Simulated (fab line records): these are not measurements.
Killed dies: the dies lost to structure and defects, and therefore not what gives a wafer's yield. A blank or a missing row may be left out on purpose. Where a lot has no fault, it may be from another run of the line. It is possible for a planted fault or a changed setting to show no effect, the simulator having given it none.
Which tool was responsible?    flow n5 finfet    Sampling: 24 lots, 72 wafers, 6 of 1938 route steps

WHAT THE GAUGES SHOWED, per wafer
N5_MOL_CONTACT_COAG_CD_MEAS_101 targets a cd of 16 nm. Usual: 16.1 nm for cd nm, sd 0.37.
lot   measured      on         cd nm (nm)      flag
L074  day 5 04:20   cd sem-02  16.0 15.6 16.0  
L075  day 5 15:26   cd sem-03  16.0 15.8 15.6  
L076  day 5 17:32   cd sem-02  16.1 15.4 16.1  
L077  day 5 22:50   cd sem-03  15.7 15.9 15.6  
L078  day 6 05:47   cd sem-03  15.9 16.4 16.2  
L079  day 6 12:35   cd sem-01  16.1 16.0 15.7  
L080  day 6 15:55   cd sem-03  15.5 15.6 15.7  
L081  day 6 21:46   cd sem-01  15.6 16.3 16.4  
L082  day 7 05:15   cd sem-02  15.9 16.2 16.4  
L083  day 7 12:47   cd sem-02  16.2 15.8 16.1  
L084  day 7 20:47   cd sem-01  15.9 15.7 15.5  
L085  day 8 02:22   cd sem-02  16.1 16.1 16.8  
L086  day 8 10:09   cd sem-01  16.2 16.5 16.1  
L087  day 8 12:55   cd sem-01  16.2 15.7 15.8  
L088  day 8 14:52   cd sem-02  16.6 15.8 16.1  
L089  day 9 01:55   cd sem-03  16.4 16.4 16.1  
L090  day 9 07:03   cd sem-02  16.1 16.6 15.4  
L091  day 9 14:37   cd sem-02  16.1 15.7 16.0  
L092  day 9 19:33   cd sem-03  15.6 16.4 16.2  
L093  day 9 22:53   cd sem-01  17.0 17.1 16.9  
L094  day 10 08:10  cd sem-03  16.0 16.5 16.7  
L096  day 10 15:04  cd sem-03  16.4 16.3 16.4  
L095  day 10 16:52  cd sem-02  15.9 15.7 16.7  
L097  day 10 21:49  cd sem-02  15.8 15.9 16.5  

N5_BEOL_M0_SAQP_OVL_MEAS_41. Usual: M0_CUT1_OVL -0.2 nm, standard deviation 0.7.
lot   measured      on          M0_CUT1_OVL (nm)  flag
L074  day 5 14:43   overlay-01  -1.5 -1.8 -1.3    
L075  day 6 01:10   overlay-02  -1.1 -0.1 -0.1    
L076  day 6 05:56   overlay-01  -0.7 -1.2 -0.7    
L077  day 6 07:35   overlay-02  0.9 -0.4 0.9      
L078  day 6 15:37   overlay-01  0.9 -0.9 0.6      
L079  day 6 23:47   overlay-02  -0.7 0.2 -0.4     
L080  day 7 04:04   overlay-02  -0.4 0.3 0.1      
L081  day 7 07:51   overlay-02  -0.6 -1.2 -0.3    
L082  day 7 14:06   overlay-02  0.1 -0.1 -0.6     
L083  day 8 00:23   overlay-01  -0.5 -0.4 -0.5    
L084  day 8 07:09   overlay-02  -0.3 -0.3 -0.6    
L085  day 8 12:11   overlay-02  -0.2 -0.4 -0.5    
L086  day 9 00:44   overlay-02  -0.4 -0.7 -0.7    
L087  day 9 00:58   overlay-02  0.7 1.3 0.8       
L088  day 9 03:43   overlay-01  -0.6 -0.1 -0.1    
L089  day 9 11:05   overlay-02  0.4 -1.0 -1.3     
L090  day 9 18:48   overlay-01  0.5 0.1 -0.3      
L091  day 10 00:31  overlay-02  -0.1 0.4 1.3      
L092  day 10 05:19  overlay-02  0.0 0.1 0.0       
L093  day 10 08:56  overlay-02  -1.4 -1.1 -0.6    
L094  day 10 17:41  overlay-02  -0.1 0.4 0.9      
L096  day 11 01:22  overlay-02  -1.3 -0.1 0.0     
L095  day 11 04:02  overlay-01  0.4 -0.6 0.1      
L097  day 11 07:29  overlay-01  0.0 0.7 -0.6      

WHAT TOOL EACH LOT RAN ON (gives the tool, then ch and the chambers of the sampled wafers, and finally the start)
lot   N5_MOL_CONTACT_COAG_STRIP_49          N5_BEOL_M0_SAQP_ETCH_106            N5_BEOL_M0_SAQP_STRIP_108           N5_BEOL_M0_SAQP_RECESS_109
L074  plasma asher-01 ch 0, day 5 04:11     rie diel-02 ch 1,2,3, day 5 13:17   rie diel-02 ch 1,2,3, day 5 13:23   vapor etch-01 ch 0, day 5 13:27
L075  plasma asher-02 ch 0,1, day 5 15:18   rie diel-04 ch 1,2,3, day 5 23:46   rie diel-04 ch 1,2,3, day 5 23:52   vapor etch-02 ch 0, day 5 23:56
L076  plasma asher-01 ch 0,1, day 5 17:23   rie diel-02 ch 0,1,2, day 6 04:13   rie diel-02 ch 0,1,2, day 6 04:19   vapor etch-02 ch 0,1, day 6 04:43
L077  plasma asher-02 ch 0,1, day 5 22:41   rie diel-06 ch 1,2,3, day 6 06:11   rie diel-06 ch 1,2,3, day 6 06:17   vapor etch-01 ch 0,1, day 6 06:20
L078  plasma asher-02 ch 0,1, day 6 05:37   rie diel-02 ch 0,2, day 6 13:50     rie diel-02 ch 0,2, day 6 13:56     vapor etch-01 ch 0,1, day 6 13:59
L079  plasma asher-02 ch 0,1, day 6 12:26   rie diel-06 ch 1,3, day 6 22:02     rie diel-06 ch 1,3, day 6 22:08     vapor etch-01 ch 0,1, day 6 22:12
L080  plasma asher-02 ch 0,1, day 6 15:46   rie diel-06 ch 0,1,2, day 7 01:52   rie diel-06 ch 0,1,2, day 7 01:58   vapor etch-02 ch 0,1, day 7 02:01
L081  plasma asher-01 ch 0,1, day 6 21:37   rie diel-02 ch 0,2,3, day 7 06:19   rie diel-02 ch 0,2,3, day 7 06:25   vapor etch-02 ch 0,1, day 7 06:29
L082  plasma asher-02 ch 0,1, day 7 05:06   rie diel-04 ch 0,2,3, day 7 12:34   rie diel-04 ch 0,2,3, day 7 12:40   vapor etch-02 ch 0,1, day 7 12:43
L083  plasma asher-01 ch 0,1, day 7 12:38   rie diel-06 ch 1,2,3, day 7 22:42   rie diel-06 ch 1,2,3, day 7 22:48   vapor etch-01 ch 0,1, day 7 23:09
L084  plasma asher-01 ch 0,1, day 7 20:38   rie diel-04 ch 1,2, day 8 05:36     rie diel-04 ch 1,2, day 8 05:42     vapor etch-01 ch 0,1, day 8 05:46
L085  plasma asher-01 ch 0,1, day 8 02:14   rie diel-06 ch 0,2,3, day 8 09:50   rie diel-06 ch 0,2,3, day 8 09:56   vapor etch-02 ch 0,1, day 8 10:02
L086  plasma asher-02 ch 0,1, day 8 10:00   rie diel-04 ch 1,2,3, day 8 22:57   rie diel-04 ch 1,2,3, day 8 23:03   vapor etch-02 ch 0,1, day 8 23:07
L087  plasma asher-01 ch 0,1, day 8 12:46   rie diel-02 ch 1,2, day 8 23:34     rie diel-02 ch 1,2, day 8 23:40     vapor etch-02 ch 0,1, day 8 23:44
L088  plasma asher-01 ch 0,1, day 8 14:43   rie diel-02 ch 0,1,2, day 9 00:37   rie diel-02 ch 0,1,2, day 9 00:43   vapor etch-01 ch 0,1, day 9 00:46
L089  plasma asher-01 ch 1, day 9 01:46     rie diel-02 ch 2,3, day 9 09:41     rie diel-02 ch 2,3, day 9 09:47     vapor etch-02 ch 0, day 9 09:51
L090  plasma asher-02 ch 0,1, day 9 06:55   rie diel-04 ch 2,3, day 9 17:20     rie diel-04 ch 2,3, day 9 17:26     vapor etch-02 ch 0,1, day 9 17:32
L091  plasma asher-02 ch 0,1, day 9 14:28   rie diel-02 ch 1,2,3, day 9 22:56   rie diel-02 ch 1,2,3, day 9 23:02   vapor etch-01 ch 0,1, day 9 23:14
L092  plasma asher-01 ch 0,1, day 9 19:25   rie diel-04 ch 0,1,3, day 10 03:49  rie diel-04 ch 0,1,3, day 10 03:55  vapor etch-01 ch 0,1, day 10 03:58
L093  plasma asher-02 ch 0,1, day 9 22:44   rie diel-02 ch 0,1,3, day 10 07:22  rie diel-02 ch 0,1,3, day 10 07:28  vapor etch-01 ch 0,1, day 10 07:31
L094  plasma asher-02 ch 0,1, day 10 08:02  rie diel-06 ch 0,1, day 10 16:17    rie diel-06 ch 0,1, day 10 16:23    vapor etch-01 ch 0,1, day 10 16:27
L096  plasma asher-02 ch 0,1, day 10 14:53  rie diel-06 ch 0,2,3, day 10 23:08  rie diel-06 ch 0,2,3, day 10 23:14  vapor etch-02 ch 0,1, day 10 23:17
L095  plasma asher-02 ch 0,1, day 10 16:41  rie diel-06 ch 0,2, day 11 02:29    rie diel-06 ch 0,2, day 11 02:35    vapor etch-01 ch 0,1, day 11 02:38
L097  plasma asher-02 ch 0,1, day 10 21:40  rie diel-02 ch 0,1, day 11 06:05    rie diel-02 ch 0,1, day 11 06:11    vapor etch-01 ch 0, day 11 06:15
- N5_MOL_CONTACT_COAG_STRIP_49: strips in N2/H2, time 30 s.
- N5_BEOL_M0_SAQP_ETCH_106: etches SOC in N2/H2, stops on SiNx, target depth 150 nm.
- N5_BEOL_M0_SAQP_STRIP_108: strips in N2/H2.
- N5_BEOL_M0_SAQP_RECESS_109: chemistry HF/NH3, target SiO2, target depth 3 nm, afs cycles 1, sublimation time 60 s.

AS READ BY THE TOOLS THEMSELVES (means over the sampled wafers that have a number; for cases with no such wafer, the mark the record gives instead)
N5_MOL_CONTACT_COAG_STRIP_49. Usual: drypump motor current A 5.62 A, standard deviation 0.29; heater power w 373 W, standard deviation 22; n2 flow sccm 1749 sccm, standard deviation 5.6.
lot   tool             drypump motor current A (A)  heater power w (W)  n2 flow sccm (sccm)  flag
L074  plasma asher-01  5.67                         361                 1757                 
L075  plasma asher-02  5.84                         369                 1749                 
L076  plasma asher-01  5.47                         378                 1748                 
L077  plasma asher-02  5.83                         371                 1747                 
L078  plasma asher-02  5.82                         368                 1744                 
L079  plasma asher-02  5.81                         364                 1753                 
L080  plasma asher-02  5.78                         365                 1757                 
L081  plasma asher-01  5.27                         393                 1745                 
L082  plasma asher-02  5.82                         379                 1746                 
L083  plasma asher-01  5.28                         398                 1752                 
L084  plasma asher-01  5.28                         391                 1752                 
L085  plasma asher-01  5.28                         388                 1742                 
L086  plasma asher-02  5.80                         378                 1751                 
L087  plasma asher-01  5.47                         376                 1745                 
L088  plasma asher-01  5.27                         396                 1748                 
L089  plasma asher-01  5.09                         405                 1754                 
L090  plasma asher-02  5.78                         358                 1753                 
L091  plasma asher-02  5.77                         360                 1748                 
L092  plasma asher-01  5.46                         379                 1747                 
L093  plasma asher-02  5.77                         360                 1747                 
L094  plasma asher-02  5.83                         370                 1746                 
L096  plasma asher-02  5.76                         358                 1752                 
L095  plasma asher-02  5.82                         373                 1740                 
L097  plasma asher-02  5.76                         360                 1748                 

N5_BEOL_M0_SAQP_ETCH_106. Usual: for bias w, 60.99 W with a standard deviation of 0.2; for drypump motor current A, 5.8 A with a standard deviation of 0.4; for n2 flow sccm, 200.0 sccm with a standard deviation of 0.64; for oes product au, 0.80 a.u. with a standard deviation of 0.066; for rf vpp V, 241.1 V with a standard deviation of 1.6; for showerhead plenum p Torr, 2.57 Torr with a standard deviation of 0.1; for throttle valve pct, 17.74 % with a standard deviation of 0.26.
lot   tool         bias w (W)  drypump motor current A (A)  n2 flow sccm (sccm)  oes product au (a.u.)  rf vpp V (V)  showerhead plenum p Torr (Torr)  throttle valve pct (%)  flag
L074  rie diel-02  60.80       6.0                          200.2                0.85                   242.4         2.63                             17.65                   
L075  rie diel-04  61.27       5.6                          199.8                0.83                   240.6         2.52                             17.79                   
L076  rie diel-02  60.95       5.7                          200.2                0.82                   241.7         2.62                             17.91                   
L077  rie diel-06  61.11       5.9                          199.9                0.82                   240.6         2.61                             17.54                   
L078  rie diel-02  61.00       6.0                          200.0                0.78                   240.6         2.53                             18.07                   
L079  rie diel-06  61.03       5.8                          200.1                0.79                   242.1         2.60                             17.63                   
L080  rie diel-06  60.84       6.0                          200.2                0.80                   240.1         2.53                             17.61                   
L081  rie diel-02  61.00       5.8                          199.5                0.79                   241.5         2.60                             17.78                   
L082  rie diel-04  60.85       5.6                          199.9                0.89                   240.4         2.51                             17.71                   
L083  rie diel-06  61.10       5.9                          199.6                0.81                   242.1         2.60                             17.56                   
L084  rie diel-04  60.99       5.5                          200.2                0.74                   240.3         2.48                             17.81                   
L085  rie diel-06  61.03       5.7                          199.5                0.77                   241.2         2.57                             17.69                   
L086  rie diel-04  60.98       5.6                          199.7                0.79                   240.8         2.51                             17.83                   
L087  rie diel-02  60.98       6.2                          200.2                0.81                   239.9         2.55                             18.00                   
L088  rie diel-02  61.16       5.7                          199.6                0.80                   240.4         2.61                             17.95                   
L089  rie diel-02  61.10       6.3                          200.4                0.79                   239.7         2.53                             17.85                   
L090  rie diel-04  60.94       5.6                          200.7                0.83                   240.3         2.48                             17.88                   
L091  rie diel-02  61.04       6.0                          200.1                0.81                   242.0         2.61                             17.71                   
L092  rie diel-04  60.91       5.8                          200.0                0.82                   240.5         2.52                             17.69                   
L093  rie diel-02  61.12       5.6                          200.2                0.80                   242.1         2.68                             17.65                   
L094  rie diel-06  60.90       6.0                          199.4                0.79                   240.7         2.46                             17.67                   
L096  rie diel-06  60.79       5.8                          200.0                0.75                   241.1         2.56                             17.71                   
L095  rie diel-06  61.00       5.8                          200.0                0.74                   240.3         2.49                             17.77                   
L097  rie diel-02  60.98       5.3                          200.4                0.77                   242.0         2.66                             17.92                   

N5_BEOL_M0_SAQP_STRIP_108. Usual: drypump motor current A 5.8 A, standard deviation 0.4; n2 flow sccm 300.0 sccm, standard deviation 0.85; oes product au 0.81 a.u., standard deviation 0.066; rf vpp V 122.0 V, standard deviation 1.1; showerhead plenum p Torr 3.39 Torr, standard deviation 0.13; throttle valve pct 18.8 %, standard deviation 0.33.
lot   tool         drypump motor current A (A)  n2 flow sccm (sccm)  oes product au (a.u.)  rf vpp V (V)  showerhead plenum p Torr (Torr)  throttle valve pct (%)  flag
L074  rie diel-02  6.0                          299.7                0.87                   122.6         3.47                             18.8                    
L075  rie diel-04  5.6                          299.7                0.83                   121.4         3.32                             19.0                    
L076  rie diel-02  5.7                          299.5                0.84                   122.5         3.45                             19.0                    
L077  rie diel-06  6.0                          300.3                0.83                   121.8         3.44                             18.5                    
L078  rie diel-02  6.0                          300.3                0.80                   121.8         3.35                             19.0                    
L079  rie diel-06  5.8                          299.6                0.80                   121.6         3.43                             18.6                    
L080  rie diel-06  6.0                          300.2                0.81                   121.3         3.34                             18.6                    
L081  rie diel-02  5.8                          299.5                0.80                   122.6         3.43                             18.8                    
L082  rie diel-04  5.7                          300.0                0.89                   121.9         3.32                             18.9                    
L083  rie diel-06  5.9                          300.5                0.81                   122.4         3.43                             18.6                    
L084  rie diel-04  5.5                          301.4                0.75                   120.4         3.28                             18.9                    
L085  rie diel-06  5.8                          300.7                0.76                   122.5         3.40                             18.7                    
L086  rie diel-04  5.6                          300.6                0.81                   121.7         3.31                             19.0                    
L087  rie diel-02  6.2                          300.0                0.83                   121.4         3.36                             19.2                    
L088  rie diel-02  5.7                          300.0                0.81                   122.1         3.44                             19.1                    
L089  rie diel-02  6.3                          300.2                0.80                   121.6         3.35                             18.9                    
L090  rie diel-04  5.6                          300.1                0.83                   121.3         3.29                             19.2                    
L091  rie diel-02  6.0                          299.9                0.83                   123.1         3.45                             18.9                    
L092  rie diel-04  5.7                          299.6                0.82                   121.3         3.33                             18.8                    
L093  rie diel-02  5.6                          299.8                0.81                   122.9         3.53                             18.8                    
L094  rie diel-06  6.0                          301.0                0.79                   120.7         3.26                             18.8                    
L096  rie diel-06  5.7                          300.4                0.75                   121.1         3.39                             18.7                    
L095  rie diel-06  5.7                          300.0                0.74                   121.2         3.29                             18.8                    
L097  rie diel-02  5.3                          299.1                0.79                   122.5         3.51                             19.1                    

N5_BEOL_M0_SAQP_RECESS_109. Usual: 5.8 A for drypump motor current A, sd 0.63.
lot   tool           drypump motor current A (A)  flag
L074  vapor etch-01  6.3                          
L075  vapor etch-02  6.2                          
L076  vapor etch-02  6.2                          
L077  vapor etch-01  5.3                          
L078  vapor etch-01  5.8                          
L079  vapor etch-01  5.8                          
L080  vapor etch-02  6.2                          
L081  vapor etch-02  6.2                          
L082  vapor etch-02  6.2                          
L083  vapor etch-01  5.3                          
L084  vapor etch-01  5.8                          
L085  vapor etch-02  6.1                          
L086  vapor etch-02  6.2                          
L087  vapor etch-02  6.1                          
L088  vapor etch-01  5.3                          
L089  vapor etch-02  6.2                          
L090  vapor etch-02  6.1                          
L091  vapor etch-01  5.8                          
L092  vapor etch-01  5.3                          
L093  vapor etch-01  5.3                          
L094  vapor etch-01  5.3                          
L096  vapor etch-02  6.2                          
L095  vapor etch-01  5.3                          
L097  vapor etch-01  6.3                          

THE ANSWER, worked out from the rows above alone
Rule: lot off if the mean of its wafers having a number is beyond 3 standard deviations from the usual mean. Also off: a lot with no number at a reading for which 4 or more lots have one. The other lots that the step has rows for count as sound. Order of review: gauges by route order, followed by the tools' own readings, for which a lot's mean as printed above is used. The first step at which some lot is off is used, and at that step the reading that is off furthest; a lot without a number counts as furthest.
Nothing can be told from this: no lot is off at any reading shown.

WHAT THE SIMULATOR HAD INSERTED
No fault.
